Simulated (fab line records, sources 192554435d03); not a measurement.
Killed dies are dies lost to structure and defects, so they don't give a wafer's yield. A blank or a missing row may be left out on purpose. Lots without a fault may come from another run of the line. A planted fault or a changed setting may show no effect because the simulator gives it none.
Which tool did it? | flow n5_finfet | 8 lots, 21 wafers sampled, at 6 steps of a route of 1938

WHAT THE GAUGES READ, wafer by wafer
N5_BEOL_M14_CD_MEAS_17: target cd 250 nm.
lot  | measured     | on        | cd_nm (nm)
L751 | day 12 14:56 | cd_sem-02 | 249.9 250.2
L755 | day 13 01:41 | cd_sem-01 | 252.4 249.2 253.5
L753 | day 13 08:58 | cd_sem-01 | 252.8 254.9
L756 | day 14 09:58 | cd_sem-01 | 252.0 254.3 251.9
L759 | day 15 02:44 | cd_sem-01 | 247.8 247.5 248.3
L761 | day 15 16:59 | cd_sem-01 | 253.1 252.2 250.1
L763 | day 16 04:20 | cd_sem-03 | 249.3 251.2
L772 | day 19 07:08 | cd_sem-01 | 250.2 254.8 251.4

N5_BEOL_M14_CD_MEAS_28: target cd 284.4 nm.
lot  | measured     | on        | cd_nm (nm)
L751 | day 12 15:23 | cd_sem-02 | 281.6 282.3
L755 | day 13 02:01 | cd_sem-01 | 285.5 283.5 284.6
L753 | day 13 09:17 | cd_sem-01 | 285.9 283.1
L756 | day 14 10:17 | cd_sem-02 | 282.4 285.8 283.4
L759 | day 15 03:11 | cd_sem-02 | 285.9 286.4 283.3
L761 | day 15 17:19 | cd_sem-01 | 285.3 282.2 282.3
L763 | day 16 04:40 | cd_sem-01 | 302.1 283.6
L772 | day 19 07:28 | cd_sem-02 | 282.6 283.6 283.5

N5_BEOL_M15_RC_MEAS_101.
lot  | measured     | on        | COMB_M10 (S/m)          | COMB_M10_max_site (S/m) | COMB_M11 (S/m)             | COMB_M12 (S/m)          | COMB_M13 (S/m)          | COMB_M14 (S/m)          | COMB_M15 (S/m)          | COMB_M5 (S/m)           | COMB_M6 (S/m)           | COMB_M7 (S/m)           | COMB_M8 (S/m)           | COMB_M9 (S/m)              | SERP_M10 (ohm/um) | SERP_M11 (ohm/um) | SERP_M12 (ohm/um) | SERP_M13 (ohm/um) | SERP_M14 (ohm/um) | SERP_M14_max_site (ohm/um) | SERP_M5 (ohm/um) | SERP_M5_max_site (ohm/um) | SERP_M6 (ohm/um) | SERP_M7 (ohm/um) | SERP_M8 (ohm/um) | SERP_M9 (ohm/um)
L751 | day 13 02:26 | prober-02 | 1.4e-11 1.4e-11         | 2.1e-11 1.6e-11         | 1.49e-11 2.02e-11          | 6.5e-12 6.2e-12         | 3.8e-12 4.9e-12         | 4.5e-12 3.5e-12         | 2.1e-12 2.3e-12         | 3.4e-11 3e-11           | 2.7e-11 3.3e-11         | 2.5e-11 2.5e-11         | 2.3e-11 1.8e-11         | 1.6e-11 1.73e-11           | 3.25 3.22         | 3.14 3.02         | 0.639 0.629       | 0.315 0.312       | 0.167 0.156       | 0.169 0.159                | 40.1 39.6        | 41.9 41.0                 | 13.0 13.4        | 13.9 14.8        | 13.1 13.9        | 3.01 3.04
L755 | day 13 15:01 | prober-02 | 1.7e-11 1.9e-11 1.5e-11 | 2.4e-11 2.5e-11 1.9e-11 | 1.55e-11 1.28e-11 1.44e-11 | 6e-12 6.9e-12 1.09e-11  | 4.2e-12 3.8e-12 4.9e-12 | 3e-12 4e-12 4.9e-12     | 2.3e-12 2.5e-12 3.4e-12 | 3.7e-11 3.8e-11 2.8e-11 | 2.1e-11 2.5e-11 2.7e-11 | 2.5e-11 2.2e-11 3.1e-11 | 2.1e-11 2.6e-11 2.3e-11 | 1.44e-11 1.12e-11 1.72e-11 | 3.06 3.21 3.09    | 3.16 3.12 3.18    | 0.614 0.599 0.589 | 0.312 0.299 0.306 | 0.165 0.156 0.159 | 0.167 0.157 0.162          | 39.1 38.3 42.3   | 41.5 40.1 43.5            | 12.5 12.6 12.2   | 13.1 13.4 14.2   | 13.0 13.1 13.4   | 3.13 3.04 3.10
L753 | day 13 18:03 | prober-01 | 1.3e-11 1.2e-11         | 2.1e-11 1.9e-11         | 1.21e-11 1.59e-11          | 7.8e-12 5.7e-12         | 6.2e-12 5.8e-12         | 3.6e-12 6.5e-12         | 2.7e-12 2.9e-12         | 6.4e-11 4.1e-11         | 2.5e-11 2.9e-11         | 3.5e-11 2.6e-11         | 2.4e-11 2.2e-11         | 1.31e-11 1.09e-11          | 3.09 3.10         | 3.17 3.18         | 0.643 0.643       | 0.305 0.316       | 0.155 0.170       | 0.156 0.172                | 39.0 39.5        | 40.6 40.6                 | 13.6 14.2        | 15.3 14.8        | 14.0 12.7        | 3.02 3.01
L756 | day 14 18:55 | prober-01 | 2.1e-11 1.8e-11 2e-11   | 2.8e-11 2.4e-11 3.5e-11 | 1.52e-11 1.89e-11 1.67e-11 | 8.6e-12 6.7e-12 7.2e-12 | 4.8e-12 6.2e-12 5.4e-12 | 4e-12 3.6e-12 3.2e-12   | 4e-12 3.3e-12 4e-12     | 3.1e-11 3.9e-11 4.9e-11 | 2.1e-11 1.4e-11 2.3e-11 | 2.7e-11 2.9e-11 2.8e-11 | 3.3e-11 3.5e-11 3.2e-11 | 1.79e-11 1.59e-11 1.93e-11 | 3.12 2.99 3.04    | 3.09 3.05 3.05    | 0.627 0.650 0.622 | 0.322 0.303 0.308 | 0.157 0.156 0.158 | 0.158 0.157 0.160          | 40.4 38.0 39.4   | 41.9 40.2 40.7            | 13.7 14.0 14.1   | 14.2 14.3 13.3   | 12.6 13.1 13.5   | 3.26 3.09 3.27
L759 | day 15 14:21 | prober-02 | 1.6e-11 1.9e-11 1.6e-11 | 1.8e-11 2.1e-11 2.3e-11 | 1.71e-11 1.88e-11 1.24e-11 | 7.9e-12 6e-12 5.9e-12   | 6e-12 5.8e-12 7.7e-12   | 6e-12 5.7e-12 3.8e-12   | 3.1e-12 3e-12 3.7e-12   | 4.5e-11 3.7e-11 3.3e-11 | 2.8e-11 1.9e-11 2.3e-11 | 2.3e-11 2.6e-11 3.2e-11 | 3e-11 2e-11 2e-11       | 2.37e-11 1.56e-11 1.86e-11 | 3.08 3.01 3.09    | 3.11 3.27 3.13    | 0.629 0.649 0.614 | 0.315 0.311 0.302 | 0.156 0.155 0.158 | 0.158 0.157 0.159          | 42.1 39.3 41.5   | 45.4 41.2 43.7            | 13.2 13.7 13.4   | 14.1 13.3 13.8   | 13.7 13.0 13.5   | 2.97 3.01 3.02
L761 | day 16 03:48 | prober-01 | 2.2e-11 1.4e-11 1.4e-11 | 2.7e-11 2.3e-11 2e-11   | 1.67e-11 1.76e-11 1.39e-11 | 5.6e-12 5.4e-12 5.7e-12 | 6.7e-12 5.3e-12 7.2e-12 | 3.9e-12 4.2e-12 4.4e-12 | 3.3e-12 3e-12 4.6e-12   | 4.5e-11 3.2e-11 4.3e-11 | 1.8e-11 2.6e-11 2.2e-11 | 2.4e-11 2.3e-11 3.8e-11 | 2.4e-11 2.5e-11 2.4e-11 | 1.48e-11 1.53e-11 1.51e-11 | 2.91 3.02 3.03    | 3.10 3.13 3.20    | 0.638 0.630 0.628 | 0.304 0.315 0.317 | 0.165 0.158 0.168 | 0.167 0.159 0.170          | 39.8 36.4 41.5   | 40.3 37.6 43.0            | 13.5 13.2 13.8   | 13.4 13.4 13.1   | 12.8 13.6 13.7   | 3.06 3.02 3.04
L763 | day 16 12:22 | prober-02 | 1.3e-11 1.6e-11         | 1.9e-11 2.6e-11         | 1.36e-11 1.27e-11          | 5.5e-12 5.3e-12         | 6.8e-12 4.2e-12         | 3.4e-12 3.1e-12         | 3.5e-12 2.9e-12         | 5.5e-11 3.1e-11         | 2.5e-11 3.7e-11         | 2.8e-11 2.2e-11         | 2.2e-11 1.9e-11         | 1.8e-11 2.11e-11           | 3.10 3.06         | 3.07 3.10         | 0.631 0.609       | 0.307 0.312       | 0.144 0.158       | 0.146 0.160                | 37.5 39.1        | 38.7 39.7                 | 14.0 13.7        | 13.0 13.4        | 13.8 14.9        | 2.99 2.97
L772 | day 19 18:48 | prober-01 | 1.8e-11 1.5e-11 2e-11   | 2.6e-11 2e-11 2.5e-11   | 1.71e-11 1.48e-11 1.69e-11 | 7.9e-12 6.3e-12 6.5e-12 | 5.9e-12 6.8e-12 6.3e-12 | 3.7e-12 4.5e-12 6.2e-12 | 3e-12 4.7e-12 4.4e-12   | 4.2e-11 3.2e-11 2.6e-11 | 2.5e-11 2.5e-11 2.9e-11 | 2.6e-11 2.8e-11 2.6e-11 | 2.2e-11 3.2e-11 2.4e-11 | 1.44e-11 1.43e-11 2.11e-11 | 2.92 3.00 2.94    | 3.12 3.00 3.09    | 0.641 0.655 0.616 | 0.307 0.309 0.307 | 0.160 0.162 0.169 | 0.162 0.164 0.170          | 37.4 39.4 39.2   | 39.2 40.4 40.5            | 13.1 12.6 13.1   | 14.9 15.1 14.4   | 13.0 13.3 13.4   | 3.12 3.08 3.16

WHICH TOOL RAN EACH LOT (tool, then ch and the chambers of the sampled wafers, then the start)
lot  | N5_BEOL_M13_CMP_49            | N5_BEOL_M13_DEP_53              | N5_BEOL_M14_EXPOSE_25
L751 | cmp-03 ch 2, day 12 13:26     | pecvd-02 ch 1, day 12 13:44     | krf_scanner-01 ch 0, day 12 15:14
L755 | cmp-01 ch 0,1,3, day 13 00:05 | pecvd-02 ch 0,1,2, day 13 00:20 | krf_scanner-01 ch 0, day 13 01:50
L753 | cmp-01 ch 2, day 13 07:28     | pecvd-03 ch 0,2, day 13 07:49   | krf_scanner-01 ch 0, day 13 09:08
L756 | cmp-04 ch 2,3, day 14 08:18   | pecvd-04 ch 0,1, day 14 08:39   | krf_scanner-01 ch 0, day 14 10:07
L759 | cmp-04 ch 0,2,3, day 15 01:21 | pecvd-04 ch 0,1,2, day 15 01:35 | krf_scanner-01 ch 0, day 15 03:01
L761 | cmp-01 ch 1,2,3, day 15 15:23 | pecvd-04 ch 0,1,2, day 15 15:44 | krf_scanner-01 ch 0, day 15 17:08
L763 | cmp-01 ch 2,3, day 16 02:50   | pecvd-04 ch 0,2, day 16 03:09   | krf_scanner-01 ch 0, day 16 04:30
L772 | cmp-03 ch 0,3, day 19 04:57   | pecvd-02 ch 0,2, day 19 05:16   | krf_scanner-02 ch 0, day 19 07:18
- N5_BEOL_M13_CMP_49: polishes, stops on SiOC, t overpolish 17.1 s, target thk 420 nm.
- N5_BEOL_M13_DEP_53: deposits SiCN from 3MS/NH3, target thk 50 nm, time 17.8 s.
- N5_BEOL_M14_EXPOSE_25: exposes mask M14, target cd 280 nm.

WHAT THE TOOLS THEMSELVES READ (means of the sampled wafers that have a number; where no wafer has one, the mark that the record gives instead)
N5_BEOL_M13_CMP_49.
lot  | tool   | barrier_field_endpoint_s (s) | clearing_platen_rpm (rpm) | edge_zone_pressure_frac | motor_current_A (A) | overpolish_run_s (s) | platen_rpm (rpm)
L751 | cmp-03 | 31.1                         | 50.007                    | 0.998                   | 6.2                 | 17.093               | 50.01
L755 | cmp-01 | 29.6                         | 50.000                    | 1.003                   | 5.9                 | 17.102               | 50.01
L753 | cmp-01 | 30.0                         | 49.981                    | 0.996                   | 6.8                 | 17.102               | 49.98
L756 | cmp-04 | 29.9                         | 49.995                    | 1.004                   | 5.8                 | 17.107               | 50.01
L759 | cmp-04 | 30.2                         | 49.990                    | 0.999                   | 5.8                 | 17.104               | 50.02
L761 | cmp-01 | 30.6                         | 50.005                    | 0.995                   | 6.0                 | 17.098               | 50.01
L763 | cmp-01 | 29.4                         | 50.007                    | 0.994                   | 6.2                 | 17.104               | 49.99
L772 | cmp-03 | 31.1                         | 50.016                    | 1.002                   | 5.5                 | 17.111               | 50.03

N5_BEOL_M13_DEP_53.
lot  | tool     | showerhead_plenum_p_Torr (Torr) | throttle_valve_pct (%)
L751 | pecvd-02 | 4.161                           | 17.6
L755 | pecvd-02 | 4.162                           | 17.6
L753 | pecvd-03 | 4.123                           | 17.8
L756 | pecvd-04 | 4.189                           | 18.8
L759 | pecvd-04 | 4.180                           | 18.3
L761 | pecvd-04 | 4.176                           | 18.5
L763 | pecvd-04 | 4.186                           | 18.6
L772 | pecvd-02 | 4.174                           | 17.8

N5_BEOL_M14_EXPOSE_25.
lot  | tool           | stage_vel_mm_s (mm/s)
L751 | krf_scanner-01 | 500.04
L755 | krf_scanner-01 | 499.99
L753 | krf_scanner-01 | 499.76
L756 | krf_scanner-01 | 500.05
L759 | krf_scanner-01 | 499.87
L761 | krf_scanner-01 | 499.64
L763 | krf_scanner-01 | 500.13
L772 | krf_scanner-02 | 499.82

THE ANSWER, worked out from the rows above alone
Rule: what is usual is taken from the lots themselves. Put in order of their means at a reading, lots are off if they are a third of the lots or fewer, leave a main group of 4 or more, and stand apart from it by a gap of 3 or more times the standard deviation of the main group's means; of several such gaps the widest counts. A main group whose means are all the same, to the digits that the tables above print for the reading, isn't used. A lot without any number at a reading at which 4 lots or more have one is off too. The other lots that the step has rows for count as sound. The gauges are gone through in route order, then the tools' own readings, and for those a lot's mean is taken as printed above. The first step at which some lot is off is used, and at that step the reading that is off furthest; a lot without a number counts as furthest.
Off: L763, at N5_BEOL_M14_CD_MEAS_28 (cd_nm). The main group: mean 283.8 nm, standard deviation 1.
A tool fits if, at a process step before that reading, it ran every lot that is off, and no sound lot after the first of them. The gauges at N5_BEOL_M14_CD_MEAS_28 aren't tried: what is off there is off at N5_BEOL_M15_RC_MEAS_101 too, on other tools, and a gauge's error can't cause that. Can't be told from this: 3 tools fit, cmp-01 at N5_BEOL_M13_CMP_49, pecvd-04 at N5_BEOL_M13_DEP_53, krf_scanner-01 at N5_BEOL_M14_EXPOSE_25.

WHAT THE SIMULATOR HAD PUT IN
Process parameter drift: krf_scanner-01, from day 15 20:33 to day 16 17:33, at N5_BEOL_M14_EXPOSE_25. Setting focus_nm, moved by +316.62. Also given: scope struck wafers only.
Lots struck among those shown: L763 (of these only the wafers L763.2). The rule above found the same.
